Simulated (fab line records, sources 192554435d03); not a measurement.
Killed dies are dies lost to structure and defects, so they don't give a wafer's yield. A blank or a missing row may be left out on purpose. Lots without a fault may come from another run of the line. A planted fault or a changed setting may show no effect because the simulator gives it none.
Chamber matching | flow n5_finfet | N5_FIN_CUT_ETCH_21 on rie_diel-06: 4 sister chambers
The step etches SOC in N2/H2, target depth 219 nm, overetch 43.8 nm, time 523.5 s. 4 wafers are shown with their chamber, then 9 later ones without.

WAFERS WITH THEIR CHAMBER
wafer  | chamber | showerhead_plenum_p_Torr (Torr)
L075.2 | 0       | 2.51
L086.4 | 1       | 2.42
L087.1 | 3       | 2.44
L087.5 | 2       | 2.65

WAFERS WITHOUT THEIR CHAMBER
wafer  | showerhead_plenum_p_Torr (Torr)
L089.2 | 2.44
L089.3 | 2.64
L089.5 | 2.44
L091.2 | 2.41
L091.5 | 2.41
L091.6 | 2.64
L096.2 | 2.43
L096.5 | 2.64
L096.6 | 2.43

WHICH CHAMBER EACH WENT THROUGH
wafer  | from the rows above     | in truth
L089.2 | 3                       | 3
L089.3 | 2                       | 2
L089.5 | 3                       | 3
L091.2 | 1                       | 1
L091.5 | 1                       | 1
L091.6 | 2                       | 2
L096.2 | can't be placed: 3 or 1 | 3
L096.5 | 2                       | 2
L096.6 | can't be placed: 3 or 1 | 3
Placed correctly: 7 of 9. Can't be placed from these rows: 2 (the true chamber is among the candidates in 2). Placed wrongly: 0.
How it was worked out, from the rows above alone: a wafer's distance from a chamber is the root of the sum, over the readings, of the square of ((its reading less the chamber's mean) divided by the reading's scatter). The wafer belongs to the nearest chamber; if the next one is less than 2 further off, it can't be placed. A chamber's mean is the mean of its shown wafers. The scatter: with one shown wafer a chamber, the root of the mean of the squares of how far each hidden wafer lies from its nearest shown one.
